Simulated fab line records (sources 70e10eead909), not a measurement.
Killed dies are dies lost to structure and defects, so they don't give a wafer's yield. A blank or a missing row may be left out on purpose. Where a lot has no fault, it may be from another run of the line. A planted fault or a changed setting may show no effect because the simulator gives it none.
Comparing a struck lot with a sound one + flow nand harc + 14 steps out of a route of 1302
Sound: the wafers L835.3, L835.5, L835.6. Struck: wafers L836.2, L836.3, L836.5. The cause is given at the end.
For every step that has rows: the tool of each side, followed by ch and its chambers, followed by its first start. Under that, the readings that differ: sound wafers + struck wafers + difference of the means + sigmas: that difference in standard deviations of wafers without a fault.
alike: readings whose means differ by less than 2 such deviations, and words and numbers that are the same on both sides. not compared: withheld readings, readings that some wafer has no value for, bounds like >300 that may hide the same value, and numbers for which the record gives no deviation and whose values overlap.
The two part at a step that has a row with sigmas, a row that says differs or no value, or rows on one side only. Numbers that have no deviation but don't overlap get no sigmas and don't part them. A reading missing from all wafers of one side parts the sides only when that side holds two or more wafers.

first, 1 step without rows for these wafers: NHARC_A_M0_DEVELOP_08 (develop time 35 s).
NHARC_A_M0_CD_MEAS_09: the cd target is 80 nm.
  sound on cd sem-01 ch 0, day 23 10:16; struck on cd sem-03 ch 0, day 24 10:51
  alike: cd nm
NHARC_A_M0_OVL_MEAS_10: pitch 160 nm.
  struck on overlay-01, day 24 10:56; sound on overlay-02, day 23 10:21
| reading           | sound        | struck      | difference | sigmas |
|-------------------|--------------|-------------|------------|--------|
| overlay y nm (nm) | -0.5 0.0 0.0 | 2.0 1.5 1.7 | +1.9       | +2     |
  alike: overlay x nm
NHARC_A_M0_INSPECT_11:
  struck on defect inspect-01, day 24 10:58; sound on defect inspect-02, day 23 10:23
  alike: raw defect count
then, 2 steps without rows for these wafers: NHARC_A_M0_DESCUM_14 (chemistry O2, time 3 s); NHARC_A_M0_ETCH_34 (etches the open film in N2/H2, target depth 40 nm, overetch 12 nm, time 43.94 s).
NHARC_A_M0_ETCH_15: etches the open film in C4F8/Ar, target depth 150 nm, overetch 15 nm, time 82.5 s.
  sound: rie diel-10 ch 2,3; struck: rie diel-11 ch 0,1,2
  alike: oes product au, rf vpp V
  not compared: rf hours counter h
NHARC_A_M0_CD_MEAS_16:
  struck on cd sem-03, day 24 11:20; sound on cd sem-02, day 23 10:45
  alike: cd nm
NHARC_A_M0_STRIP_18: strips in N2/H2.
  sound on rie diel-10 ch 2,3, day 23 10:50; struck on rie diel-02 ch 1,2, day 24 11:25
  alike: drypump motor current A, oes product au, rf vpp V, showerhead plenum p Torr, throttle valve pct
  not compared: rf hours counter h
then, 1 step without rows for these wafers: NHARC_A_M0_STRIP_19 (strips in post etch residue remover, time 600 s).
NHARC_A_M0_DEGAS_28: time 60 s.
  struck on pvd sputter-01, day 24 11:58; sound on pvd sputter-01, day 23 11:22
  alike: heater power w
NHARC_A_M0_PRE_CLEAN_29: time 30 s.
  sound on pvd sputter-01; struck on pvd sputter-01
| reading            | sound       | struck      | difference | sigmas |
|--------------------|-------------|-------------|------------|--------|
| heater power w (W) | 398 414 395 | 555 494 562 | +135       | +2     |
NHARC_A_M0_PVD_20: deposits TaN, target thk 5 nm, time 8.06 s.
  struck on pvd sputter-01, day 24 12:04; sound on pvd sputter-01, day 23 11:29
  no value came back on the struck wafers for bias v (V), cathode dc power W (W), throttle valve pct (%), time s (s); on the sound wafers bias v (V) reads 167.8 169.7 169.1
NHARC_A_M0_PVD_21: deposits Cu, target thk 30 nm, time 20.49 s.
  sound on pvd sputter-01; struck on pvd sputter-01
  alike: cathode dc power W, chamber pressure pa, throttle valve pct

## WHERE THEY PART
First at NHARC_A_M0_OVL_MEAS_10; last, within this record, at NHARC_A_M0_PVD_20. Later steps at which nothing parts them and some readings are alike: NHARC_A_M0_PVD_21.

WHY: what the simulator had put in
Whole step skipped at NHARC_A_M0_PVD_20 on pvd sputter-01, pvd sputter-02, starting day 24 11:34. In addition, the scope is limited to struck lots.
